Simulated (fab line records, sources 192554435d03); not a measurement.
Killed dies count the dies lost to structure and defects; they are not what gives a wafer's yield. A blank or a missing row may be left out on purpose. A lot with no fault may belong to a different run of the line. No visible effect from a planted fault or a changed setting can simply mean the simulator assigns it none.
What tool caused it? :: flow n5_finfet :: 32 wafers from 11 lots sampled at 7 of the route's 1938 steps

== WHAT THE GAUGES SHOWED, per wafer ==
N5_BEOL_M5_INSPECT_58: inspects for defects (darkfield).
lot: L537
measured: day 8 12:16
on: defect_inspect-02
raw_defect_count: 45 41 47

lot: L543
measured: day 9 16:14
on: defect_inspect-02
raw_defect_count: 56 18 45

lot: L544
measured: day 10 01:47
on: defect_inspect-02
raw_defect_count: 86 65 61

lot: L547
measured: day 10 13:44
on: defect_inspect-01
raw_defect_count: 72 46 54

lot: L548
measured: day 11 07:07
on: defect_inspect-02
raw_defect_count: 62 59 52

lot: L549
measured: day 11 15:34
on: defect_inspect-02
raw_defect_count: 366 413

lot: L550
measured: day 11 20:40
on: defect_inspect-02
raw_defect_count: 71 58 55

lot: L552
measured: day 11 21:46
on: defect_inspect-02
raw_defect_count: 340 390 393

lot: L560
measured: day 14 11:14
on: defect_inspect-01
raw_defect_count: 56 48 87

lot: L558
measured: day 14 11:16
on: defect_inspect-01
raw_defect_count: 94 96 76

lot: L559
measured: day 14 17:20
on: defect_inspect-02
raw_defect_count: 51 65 64

N5_BEOL_M6_INSPECT_13: inspects for defects (brightfield).
lot: L537
measured: day 8 14:58
on: defect_inspect-02
raw_defect_count: 334 327 353

lot: L543
measured: day 9 18:13
on: defect_inspect-01
raw_defect_count: 613 348 492

lot: L544
measured: day 10 04:56
on: defect_inspect-01
raw_defect_count: 626 545 507

lot: L547
measured: day 10 16:17
on: defect_inspect-01
raw_defect_count: 647 503 518

lot: L548
measured: day 11 10:15
on: defect_inspect-01
raw_defect_count: 384 509 412

lot: L549
measured: day 11 21:01
on: defect_inspect-02
raw_defect_count: 733 773

lot: L550
measured: day 11 22:11
on: defect_inspect-02
raw_defect_count: 370 486 343

lot: L552
measured: day 12 00:17
on: defect_inspect-02
raw_defect_count: 609 768 812

lot: L560
measured: day 14 14:26
on: defect_inspect-02
raw_defect_count: 446 484 473

lot: L558
measured: day 14 14:36
on: defect_inspect-01
raw_defect_count: 614 612 476

lot: L559
measured: day 14 18:36
on: defect_inspect-02
raw_defect_count: 272 422 381

N5_BEOL_M6_INSPECT_30: inspects for defects (brightfield).
lot: L537
measured: day 8 16:20
on: defect_inspect-02
raw_defect_count: 328 303 331

lot: L543
measured: day 9 19:50
on: defect_inspect-01
raw_defect_count: 673 347 495

lot: L544
measured: day 10 06:31
on: defect_inspect-02
raw_defect_count: 562 497 439

lot: L547
measured: day 10 17:59
on: defect_inspect-02
raw_defect_count: 569 480 468

lot: L548
measured: day 11 13:35
on: defect_inspect-01
raw_defect_count: 374 483 431

lot: L549
measured: day 12 01:23
on: defect_inspect-02
raw_defect_count: 779 763

lot: L550
measured: day 12 00:56
on: defect_inspect-02
raw_defect_count: 383 483 344

lot: L552
measured: day 12 01:23
on: defect_inspect-02
raw_defect_count: 643 786 822

lot: L560
measured: day 14 16:44
on: defect_inspect-02
raw_defect_count: 429 501 531

lot: L558
measured: day 14 16:55
on: defect_inspect-01
raw_defect_count: 578 596 461

lot: L559
measured: day 14 21:04
on: defect_inspect-02
raw_defect_count: 293 435 374

== WHAT TOOL EACH LOT RAN ON (gives the tool, then ch and the chambers of the sampled wafers, and finally the start) ==
lot: L537
N5_BEOL_M5_ANNEAL_82: pvd_sputter-03, day 8 07:55
N5_BEOL_M5_SPUTTER_83: pvd_sputter-03, day 8 08:56
N5_BEOL_M5_SPUTTER_88: pvd_sputter-03, day 8 10:01
N5_BEOL_M5_PRE_CLEAN_77: cvd_co-02 ch 0,1, day 8 11:59

lot: L543
N5_BEOL_M5_ANNEAL_82: pvd_sputter-02, day 9 11:51
N5_BEOL_M5_SPUTTER_83: pvd_sputter-02, day 9 12:52
N5_BEOL_M5_SPUTTER_88: pvd_sputter-02, day 9 13:57
N5_BEOL_M5_PRE_CLEAN_77: cvd_co-02 ch 0,1,2, day 9 16:01

lot: L544
N5_BEOL_M5_ANNEAL_82: pvd_sputter-02, day 9 21:29
N5_BEOL_M5_SPUTTER_83: pvd_sputter-02, day 9 22:29
N5_BEOL_M5_SPUTTER_88: pvd_sputter-02, day 9 23:35
N5_BEOL_M5_PRE_CLEAN_77: cvd_co-02 ch 0,1,2, day 10 01:30

lot: L547
N5_BEOL_M5_ANNEAL_82: pvd_sputter-01, day 10 09:26
N5_BEOL_M5_SPUTTER_83: pvd_sputter-01, day 10 10:26
N5_BEOL_M5_SPUTTER_88: pvd_sputter-01, day 10 11:32
N5_BEOL_M5_PRE_CLEAN_77: cvd_co-02 ch 0,1, day 10 13:27

lot: L548
N5_BEOL_M5_ANNEAL_82: pvd_sputter-01, day 11 02:35
N5_BEOL_M5_SPUTTER_83: pvd_sputter-01, day 11 03:35
N5_BEOL_M5_SPUTTER_88: pvd_sputter-01, day 11 04:40
N5_BEOL_M5_PRE_CLEAN_77: cvd_co-02 ch 0,1, day 11 06:52

lot: L549
N5_BEOL_M5_ANNEAL_82: pvd_sputter-01, day 11 10:58
N5_BEOL_M5_SPUTTER_83: pvd_sputter-01, day 11 11:58
N5_BEOL_M5_SPUTTER_88: pvd_sputter-01, day 11 13:04
N5_BEOL_M5_PRE_CLEAN_77: cvd_co-02 ch 2, day 11 15:19

lot: L550
N5_BEOL_M5_ANNEAL_82: pvd_sputter-01, day 11 16:25
N5_BEOL_M5_SPUTTER_83: pvd_sputter-01, day 11 17:25
N5_BEOL_M5_SPUTTER_88: pvd_sputter-01, day 11 18:31
N5_BEOL_M5_PRE_CLEAN_77: cvd_co-01 ch 0,1,2, day 11 20:26

lot: L552
N5_BEOL_M5_ANNEAL_82: pvd_sputter-02, day 11 17:14
N5_BEOL_M5_SPUTTER_83: pvd_sputter-02, day 11 18:14
N5_BEOL_M5_SPUTTER_88: pvd_sputter-02, day 11 19:19
N5_BEOL_M5_PRE_CLEAN_77: cvd_co-02 ch 0,1,2, day 11 21:31

lot: L560
N5_BEOL_M5_ANNEAL_82: pvd_sputter-01, day 14 06:47
N5_BEOL_M5_SPUTTER_83: pvd_sputter-01, day 14 07:48
N5_BEOL_M5_SPUTTER_88: pvd_sputter-01, day 14 08:59
N5_BEOL_M5_PRE_CLEAN_77: cvd_co-02 ch 0,1,2, day 14 10:59

lot: L558
N5_BEOL_M5_ANNEAL_82: pvd_sputter-02, day 14 07:00
N5_BEOL_M5_SPUTTER_83: pvd_sputter-02, day 14 08:01
N5_BEOL_M5_SPUTTER_88: pvd_sputter-02, day 14 09:05
N5_BEOL_M5_PRE_CLEAN_77: cvd_co-01 ch 0,1,2, day 14 11:01

lot: L559
N5_BEOL_M5_ANNEAL_82: pvd_sputter-03, day 14 12:56
N5_BEOL_M5_SPUTTER_83: pvd_sputter-03, day 14 13:57
N5_BEOL_M5_SPUTTER_88: pvd_sputter-03, day 14 15:02
N5_BEOL_M5_PRE_CLEAN_77: cvd_co-01 ch 1,2, day 14 17:05
- N5_BEOL_M5_ANNEAL_82: time 1800 s.
- N5_BEOL_M5_SPUTTER_83: material Cu, target thk 15 nm, time 27.62 s.
- N5_BEOL_M5_SPUTTER_88: material Cu, target thk 15 nm, time 27.62 s.
- N5_BEOL_M5_PRE_CLEAN_77: time 15 s.

== AS READ BY THE TOOLS THEMSELVES (means over the sampled wafers that have a number; for cases with no such wafer, the mark the record gives instead) ==
N5_BEOL_M5_ANNEAL_82.
lot: L537
tool: pvd_sputter-03
heater_power_w (W): 834

lot: L543
tool: pvd_sputter-02
heater_power_w (W): 790

lot: L544
tool: pvd_sputter-02
heater_power_w (W): 800

lot: L547
tool: pvd_sputter-01
heater_power_w (W): 823

lot: L548
tool: pvd_sputter-01
heater_power_w (W): 815

lot: L549
tool: pvd_sputter-01
heater_power_w (W): 836

lot: L550
tool: pvd_sputter-01
heater_power_w (W): 794

lot: L552
tool: pvd_sputter-02
heater_power_w (W): 770

lot: L560
tool: pvd_sputter-01
heater_power_w (W): 821

lot: L558
tool: pvd_sputter-02
heater_power_w (W): 764

lot: L559
tool: pvd_sputter-03
heater_power_w (W): 864

N5_BEOL_M5_SPUTTER_83.
lot: L537
tool: pvd_sputter-03
throttle_valve_pct (%): 30.8

lot: L543
tool: pvd_sputter-02
throttle_valve_pct (%): 29.0

lot: L544
tool: pvd_sputter-02
throttle_valve_pct (%): 29.1

lot: L547
tool: pvd_sputter-01
throttle_valve_pct (%): 30.2

lot: L548
tool: pvd_sputter-01
throttle_valve_pct (%): 29.8

lot: L549
tool: pvd_sputter-01
throttle_valve_pct (%): 30.4

lot: L550
tool: pvd_sputter-01
throttle_valve_pct (%): 30.3

lot: L552
tool: pvd_sputter-02
throttle_valve_pct (%): 29.0

lot: L560
tool: pvd_sputter-01
throttle_valve_pct (%): 30.3

lot: L558
tool: pvd_sputter-02
throttle_valve_pct (%): 30.0

lot: L559
tool: pvd_sputter-03
throttle_valve_pct (%): 30.9

N5_BEOL_M5_SPUTTER_88.
lot: L537
tool: pvd_sputter-03
throttle_valve_pct (%): 30.9

lot: L543
tool: pvd_sputter-02
throttle_valve_pct (%): 28.8

lot: L544
tool: pvd_sputter-02
throttle_valve_pct (%): 29.1

lot: L547
tool: pvd_sputter-01
throttle_valve_pct (%): 30.3

lot: L548
tool: pvd_sputter-01
throttle_valve_pct (%): 29.8

lot: L549
tool: pvd_sputter-01
throttle_valve_pct (%): 30.3

lot: L550
tool: pvd_sputter-01
throttle_valve_pct (%): 30.1

lot: L552
tool: pvd_sputter-02
throttle_valve_pct (%): 29.1

lot: L560
tool: pvd_sputter-01
throttle_valve_pct (%): 30.0

lot: L558
tool: pvd_sputter-02
throttle_valve_pct (%): 29.9

lot: L559
tool: pvd_sputter-03
throttle_valve_pct (%): 30.9

N5_BEOL_M5_PRE_CLEAN_77.
lot: L537
tool: cvd_co-02
heater_power_w (W): 88

lot: L543
tool: cvd_co-02
heater_power_w (W): 93

lot: L544
tool: cvd_co-02
heater_power_w (W): 93

lot: L547
tool: cvd_co-02
heater_power_w (W): 114

lot: L548
tool: cvd_co-02
heater_power_w (W): 89

lot: L549
tool: cvd_co-02
heater_power_w (W): 74

lot: L550
tool: cvd_co-01
heater_power_w (W): 82

lot: L552
tool: cvd_co-02
heater_power_w (W): 94

lot: L560
tool: cvd_co-02
heater_power_w (W): 94

lot: L558
tool: cvd_co-01
heater_power_w (W): 82

lot: L559
tool: cvd_co-01
heater_power_w (W): 92

== THE ANSWER, worked out from the rows above alone ==
Rule: what is usual is taken from the lots themselves. Put in order of their means at a reading, lots are off if they are a third of the lots or fewer, leave a main group of 4 or more, and stand apart from it by a gap of 3 or more times the standard deviation of the main group's means; of several such gaps the widest counts. The tables above print the reading to a certain number of digits; a main group whose means all agree to those digits is not used. A lot without any number at a reading at which 4 lots or more have one is off too. Where the step has rows for the other lots, those lots are counted as sound. After the gauges, taken in route order, come the tools' own readings; for these a lot's mean is taken, as printed above. At the first step where some lot is off, the reading lying furthest off is the one used; lots without a number count as furthest.
Off: L549, L552, at N5_BEOL_M5_INSPECT_58 (raw_defect_count). The main group has a mean of 60 with a standard deviation of 13.
A tool fits if, at a process step before that reading, it ran every lot that is off, and no sound lot after the first of them. Those tools and the gauges at N5_BEOL_M5_INSPECT_58 are tried in the same way. No candidate that was tried fits.

== WHAT HAD BEEN PUT IN BY THE SIMULATOR ==
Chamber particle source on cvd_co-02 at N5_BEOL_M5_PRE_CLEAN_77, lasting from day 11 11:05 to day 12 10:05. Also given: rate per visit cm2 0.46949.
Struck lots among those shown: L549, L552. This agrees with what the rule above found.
